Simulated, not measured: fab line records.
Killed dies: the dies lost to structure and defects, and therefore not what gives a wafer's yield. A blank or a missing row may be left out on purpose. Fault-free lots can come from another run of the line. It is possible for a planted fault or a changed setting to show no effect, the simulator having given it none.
Matching of chambers / flow nandHarc / rieDiel-03 running NHARC_A_CONTACT_DESCUM_74: 4 sister chambers
The step chemistry O2, time 3 s. 14 wafers are shown with their chamber, then 7 later ones without.

EACH WAFER AND ITS CHAMBER
wafer=L926.1; chamber=3; showerheadPlenumPTorr (Torr)=2.02; oesProductAu (a.u.)=0.996; rfVppV (V)=59.1
wafer=L926.4; chamber=1; showerheadPlenumPTorr (Torr)=1.83; oesProductAu (a.u.)=1.011; rfVppV (V)=56.4
wafer=L926.6; chamber=3; showerheadPlenumPTorr (Torr)=2.02; oesProductAu (a.u.)=0.988; rfVppV (V)=58.3
wafer=L938.1; chamber=0; showerheadPlenumPTorr (Torr)=1.81; oesProductAu (a.u.)=0.986; rfVppV (V)=57.6
wafer=L938.2; chamber=3; showerheadPlenumPTorr (Torr)=2.01; oesProductAu (a.u.)=0.990; rfVppV (V)=58.2
wafer=L938.5; chamber=2; showerheadPlenumPTorr (Torr)=1.96; oesProductAu (a.u.)=0.997; rfVppV (V)=60.0
wafer=L939.1; chamber=1; showerheadPlenumPTorr (Torr)=1.82; oesProductAu (a.u.)=1.009; rfVppV (V)=57.1
wafer=L939.5; chamber=1; showerheadPlenumPTorr (Torr)=1.82; oesProductAu (a.u.)=1.017; rfVppV (V)=56.8
wafer=L939.6; chamber=2; showerheadPlenumPTorr (Torr)=1.96; oesProductAu (a.u.)=0.999; rfVppV (V)=58.8
wafer=L941.2; chamber=0; showerheadPlenumPTorr (Torr)=1.81; oesProductAu (a.u.)=0.995; rfVppV (V)=57.4
wafer=L941.4; chamber=1; showerheadPlenumPTorr (Torr)=1.82; oesProductAu (a.u.)=1.000; rfVppV (V)=57.0
wafer=L941.6; chamber=0; showerheadPlenumPTorr (Torr)=1.81; oesProductAu (a.u.)=0.985; rfVppV (V)=57.5
wafer=L944.1; chamber=1; showerheadPlenumPTorr (Torr)=1.82; oesProductAu (a.u.)=1.008; rfVppV (V)=56.0
wafer=L944.3; chamber=2; showerheadPlenumPTorr (Torr)=1.95; oesProductAu (a.u.)=0.998; rfVppV (V)=58.0

SIGNATURES (averages over the wafers above)
reading=showerheadPlenumPTorr; chamber 0=1.8100; chamber 1=1.8220; chamber 2=1.9567; chamber 3=2.0167; scatter within a chamber=0.00462
reading=oesProductAu; chamber 0=0.98867; chamber 1=1.00900; chamber 2=0.99800; chamber 3=0.99133; scatter within a chamber=0.00497
reading=rfVppV; chamber 0=57.500; chamber 1=56.660; chamber 2=58.933; chamber 3=58.533; scatter within a chamber=0.58
Rule: a wafer lies at a distance from a chamber equal to the root of the sum of squares, over the readings, of (its reading less the chamber's mean, divided by the reading's scatter). If the next closest chamber is less than 2 further off than the closest, the wafer can't be placed; otherwise it belongs to the closest. The scatter: the root of (the sum of the squares of (reading less its chamber's mean) over the shown wafers, divided by (wafers less chambers)).

WAFERS WITH NO CHAMBER GIVEN
wafer=L944.4; showerheadPlenumPTorr (Torr)=1.81; oesProductAu (a.u.)=0.989; rfVppV (V)=58.3
wafer=L946.1; showerheadPlenumPTorr (Torr)=1.95; oesProductAu (a.u.)=0.996; rfVppV (V)=56.9
wafer=L946.2; showerheadPlenumPTorr (Torr)=2.01; oesProductAu (a.u.)=0.988; rfVppV (V)=58.0
wafer=L946.5; showerheadPlenumPTorr (Torr)=1.95; oesProductAu (a.u.)=1.009; rfVppV (V)=58.4
wafer=L949.2; showerheadPlenumPTorr (Torr)=1.81; oesProductAu (a.u.)=0.996; rfVppV (V)=57.3
wafer=L949.5; showerheadPlenumPTorr (Torr)=2.00; oesProductAu (a.u.)=0.994; rfVppV (V)=58.2
wafer=L949.6; showerheadPlenumPTorr (Torr)=1.81; oesProductAu (a.u.)=0.978; rfVppV (V)=58.6

EACH ONE'S CHAMBER
wafer=L944.4; from the rows above=0; in truth=0
wafer=L946.1; from the rows above=2; in truth=2
wafer=L946.2; from the rows above=3; in truth=3
wafer=L946.5; from the rows above=2; in truth=2
wafer=L949.2; from the rows above=0; in truth=0
wafer=L949.5; from the rows above=3; in truth=3
wafer=L949.6; from the rows above=0; in truth=0
Correctly placed: 7 of 7. Not placeable from these rows: 0. Number placed wrongly: 0.
